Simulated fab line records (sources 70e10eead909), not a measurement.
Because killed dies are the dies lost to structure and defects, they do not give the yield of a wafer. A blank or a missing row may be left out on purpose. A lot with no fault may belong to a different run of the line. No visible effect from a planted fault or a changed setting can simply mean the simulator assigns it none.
Which tool did it?	flow nand harc	route of 1302 steps, sampled at 1 step: 6 lots, 18 wafers

WHAT THE GAUGES SHOWED, per wafer
NHARC_P_ZERO_WELL_CD_MEAS_11 targets a cd of 500 nm.
lot	measured	on	cd nm (nm)
L395	day 2 17:16	cd sem-02	500.8 500.5 499.5
L397	day 3 13:21	cd sem-03	495.6 499.8 496.3
L401	day 5 05:28	cd sem-03	500.1 502.5 500.5
L409	day 8 13:07	cd sem-02	502.2 500.2 501.8
L413	day 10 05:15	cd sem-02	498.3 501.4 497.3
L415	day 11 01:07	cd sem-03	502.0 502.4 500.4

EACH LOT AND THE TOOL THAT RAN IT (in order: tool; ch and the chambers of the sampled wafers; start)
No process step before these readings appears in the record.

THE ANSWER, worked out from the rows above alone
Rule: the usual values come from the lots themselves. The widest of any qualifying gaps counts: lots, ordered by their means at a reading, are off when they make up no more than a third of the lots, leave a main group of 4 or more, and stand apart from it by 3 or more times the standard deviation of that group's means. A main group whose means are all the same, to the digits that the tables above print for the reading, isn't used. Also off: a lot with no number at a reading for which 4 or more lots have one. Any other lot the step has rows for is counted as sound.
No lot is off at any reading shown: from this, nothing can be told.

WHAT THE SIMULATOR HAD PUT IN
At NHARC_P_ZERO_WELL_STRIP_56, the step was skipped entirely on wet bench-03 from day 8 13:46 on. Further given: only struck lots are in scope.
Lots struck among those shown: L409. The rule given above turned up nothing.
